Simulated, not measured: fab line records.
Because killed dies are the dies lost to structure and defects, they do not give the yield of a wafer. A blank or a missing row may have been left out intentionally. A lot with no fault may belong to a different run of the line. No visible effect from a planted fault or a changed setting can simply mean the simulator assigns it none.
Chamber matching :: flow n5-finfet :: N5_BEOL_M6_DESCUM_16 on rie-diel-04: 4 sister chambers
The step chemistry O2, time 7.9 s. 20 wafers are shown with their chamber, then 10 later ones without.

EACH WAFER AND ITS CHAMBER
wafer: L080.2
chamber: 0
showerhead-plenum-p-Torr (Torr): 2.07
drypump-motor-current-A (A): 5.8
throttle-valve-pct (%): 20.63

wafer: L080.3
chamber: 3
showerhead-plenum-p-Torr (Torr): 2.13
drypump-motor-current-A (A): 5.6
throttle-valve-pct (%): 20.49

wafer: L080.6
chamber: 0
showerhead-plenum-p-Torr (Torr): 2.07
drypump-motor-current-A (A): 5.8
throttle-valve-pct (%): 20.63

wafer: L083.2
chamber: 2
showerhead-plenum-p-Torr (Torr): 2.12
drypump-motor-current-A (A): 5.4
throttle-valve-pct (%): 20.49

wafer: L083.3
chamber: 1
showerhead-plenum-p-Torr (Torr): 2.04
drypump-motor-current-A (A): 5.4
throttle-valve-pct (%): 20.38

wafer: L083.6
chamber: 0
showerhead-plenum-p-Torr (Torr): 2.06
drypump-motor-current-A (A): 5.7
throttle-valve-pct (%): 20.64

wafer: L082.2
chamber: 2
showerhead-plenum-p-Torr (Torr): 2.12
drypump-motor-current-A (A): 5.4
throttle-valve-pct (%): 20.51

wafer: L082.4
chamber: 3
showerhead-plenum-p-Torr (Torr): 2.12
drypump-motor-current-A (A): 5.6
throttle-valve-pct (%): 20.48

wafer: L082.5
chamber: 2
showerhead-plenum-p-Torr (Torr): 2.12
drypump-motor-current-A (A): 5.4
throttle-valve-pct (%): 20.49

wafer: L081.3
chamber: 1
showerhead-plenum-p-Torr (Torr): 2.04
drypump-motor-current-A (A): 5.5
throttle-valve-pct (%): 20.38

wafer: L081.5
chamber: 0
showerhead-plenum-p-Torr (Torr): 2.06
drypump-motor-current-A (A): 5.7
throttle-valve-pct (%): 20.65

wafer: L081.6
chamber: 1
showerhead-plenum-p-Torr (Torr): 2.04
drypump-motor-current-A (A): 5.4
throttle-valve-pct (%): 20.39

wafer: L085.1
chamber: 2
showerhead-plenum-p-Torr (Torr): 2.12
drypump-motor-current-A (A): 5.4
throttle-valve-pct (%): 20.52

wafer: L085.2
chamber: 3
showerhead-plenum-p-Torr (Torr): 2.12
drypump-motor-current-A (A): 5.6
throttle-valve-pct (%): 20.49

wafer: L085.3
chamber: 1
showerhead-plenum-p-Torr (Torr): 2.04
drypump-motor-current-A (A): 5.4
throttle-valve-pct (%): 20.42

wafer: L086.4
chamber: 3
showerhead-plenum-p-Torr (Torr): 2.12
drypump-motor-current-A (A): 5.6
throttle-valve-pct (%): 20.48

wafer: L086.5
chamber: 2
showerhead-plenum-p-Torr (Torr): 2.12
drypump-motor-current-A (A): 5.4
throttle-valve-pct (%): 20.53

wafer: L086.6
chamber: 1
showerhead-plenum-p-Torr (Torr): 2.04
drypump-motor-current-A (A): 5.4
throttle-valve-pct (%): 20.41

wafer: L087.2
chamber: 0
showerhead-plenum-p-Torr (Torr): 2.06
drypump-motor-current-A (A): 5.7
throttle-valve-pct (%): 20.25

wafer: L087.4
chamber: 2
showerhead-plenum-p-Torr (Torr): 2.12
drypump-motor-current-A (A): 5.5
throttle-valve-pct (%): 20.51

SIGNATURES (averages over the wafers above)
reading: showerhead-plenum-p-Torr
chamber 0: 2.0640
chamber 1: 2.0400
chamber 2: 2.1200
chamber 3: 2.1225
scatter within a chamber: 0.00349

reading: drypump-motor-current-A
chamber 0: 5.740
chamber 1: 5.420
chamber 2: 5.417
chamber 3: 5.600
scatter within a chamber: 0.0421

reading: throttle-valve-pct
chamber 0: 20.5600
chamber 1: 20.3960
chamber 2: 20.5083
chamber 3: 20.4850
scatter within a chamber: 0.0877
Rule: for a wafer and a chamber, the distance is found by dividing, reading by reading, the gap between the wafer's reading and the chamber's mean by the reading's scatter, squaring, summing and taking the root. If the next closest chamber is less than 2 further off than the closest, the wafer can't be placed; otherwise it belongs to the closest. The scatter: the root of (the sum of the squares of (reading less its chamber's mean) over the shown wafers, divided by (wafers less chambers)).

WAFERS WITHOUT THEIR CHAMBER
wafer: L087.5
showerhead-plenum-p-Torr (Torr): 2.12
drypump-motor-current-A (A): 5.4
throttle-valve-pct (%): 20.53

wafer: L088.2
showerhead-plenum-p-Torr (Torr): 2.12
drypump-motor-current-A (A): 5.6
throttle-valve-pct (%): 20.49

wafer: L088.3
showerhead-plenum-p-Torr (Torr): 2.06
drypump-motor-current-A (A): 5.7
throttle-valve-pct (%): 20.25

wafer: L088.5
showerhead-plenum-p-Torr (Torr): 2.06
drypump-motor-current-A (A): 5.8
throttle-valve-pct (%): 20.24

wafer: L093.1
showerhead-plenum-p-Torr (Torr): 2.12
drypump-motor-current-A (A): 5.6
throttle-valve-pct (%): 20.49

wafer: L093.3
showerhead-plenum-p-Torr (Torr): 2.04
drypump-motor-current-A (A): 5.4
throttle-valve-pct (%): 20.42

wafer: L093.6
showerhead-plenum-p-Torr (Torr): 2.04
drypump-motor-current-A (A): 5.4
throttle-valve-pct (%): 20.42

wafer: L096.4
showerhead-plenum-p-Torr (Torr): 2.11
drypump-motor-current-A (A): 5.6
throttle-valve-pct (%): 20.53

wafer: L096.5
showerhead-plenum-p-Torr (Torr): 2.03
drypump-motor-current-A (A): 5.4
throttle-valve-pct (%): 20.44

wafer: L096.6
showerhead-plenum-p-Torr (Torr): 2.11
drypump-motor-current-A (A): 5.4
throttle-valve-pct (%): 20.55

CHAMBER TAKEN BY EACH
wafer: L087.5
from the rows above: 2
in truth: 2

wafer: L088.2
from the rows above: 3
in truth: 3

wafer: L088.3
from the rows above: 0
in truth: 0

wafer: L088.5
from the rows above: 0
in truth: 0

wafer: L093.1
from the rows above: 3
in truth: 3

wafer: L093.3
from the rows above: 1
in truth: 1

wafer: L093.6
from the rows above: 1
in truth: 1

wafer: L096.4
from the rows above: can't be placed: 3 or 2
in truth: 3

wafer: L096.5
from the rows above: 1
in truth: 1

wafer: L096.6
from the rows above: 2
in truth: 2
9 of 10 placed correctly. Not placeable from these rows: 1 (in 1, the candidates include the true chamber). 0 placed wrongly.
